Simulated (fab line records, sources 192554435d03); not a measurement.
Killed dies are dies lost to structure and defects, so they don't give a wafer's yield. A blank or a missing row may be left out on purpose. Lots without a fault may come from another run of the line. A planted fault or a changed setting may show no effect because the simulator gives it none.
Chamber matching | flow n5_finfet | N5_BEOL_M7_CURE_74 on uv_cure-02: 3 sister chambers
The step cures SiCOH lowk, time 240 s. 6 wafers are shown with their chamber, then 12 later ones without.

WAFERS WITH THEIR CHAMBER
wafer  | chamber | wafer_temp_C_max | lamp_power_pct (%)
L082.3 | 0       | 387.7            | 52.25
L082.5 | 0       | 387.6            | 52.30
L086.5 | 1       | 386.9            | 52.34
L086.6 | 1       | 386.8            | 52.33
L092.2 | 2       | 387.1            | 52.37
L092.5 | 2       | 387.2            | 52.33

WAFERS WITHOUT THEIR CHAMBER
wafer  | wafer_temp_C_max | lamp_power_pct (%)
L094.1 | 387.1            | 52.37
L094.2 | 386.1            | 52.29
L094.4 | 386.3            | 52.33
L095.1 | 387.1            | 52.39
L095.3 | 386.7            | 52.24
L095.6 | 386.9            | 52.31
L097.1 | 386.1            | 52.36
L097.4 | 386.1            | 52.47
L097.6 | 386.7            | 52.39
L096.2 | 387.6            | 52.35
L096.5 | 386.5            | 52.24
L096.6 | 386.7            | 52.24

WHICH CHAMBER EACH WENT THROUGH
wafer  | from the rows above | in truth
L094.1 | 2                   | 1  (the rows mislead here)
L094.2 | 1                   | 1
L094.4 | 1                   | 1
L095.1 | 2                   | 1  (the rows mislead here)
L095.3 | 1                   | 1
L095.6 | 1                   | 1
L097.1 | 1                   | 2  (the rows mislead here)
L097.4 | 1                   | 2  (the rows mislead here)
L097.6 | 1                   | 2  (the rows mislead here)
L096.2 | 0                   | 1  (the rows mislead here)
L096.5 | 1                   | 1
L096.6 | 1                   | 1
Placed correctly: 6 of 12. Can't be placed from these rows: 0. Placed wrongly: 6.
How it was worked out, from the rows above alone: a wafer's distance from a chamber is the root of the sum, over the readings, of the square of ((its reading less the chamber's mean) divided by the reading's scatter). The wafer belongs to the nearest chamber; if the next one is less than 2 further off, it can't be placed. A chamber's mean is the mean of its shown wafers. The scatter: the root of (the sum of the squares of (reading less its chamber's mean) over the shown wafers, divided by (wafers less chambers)).
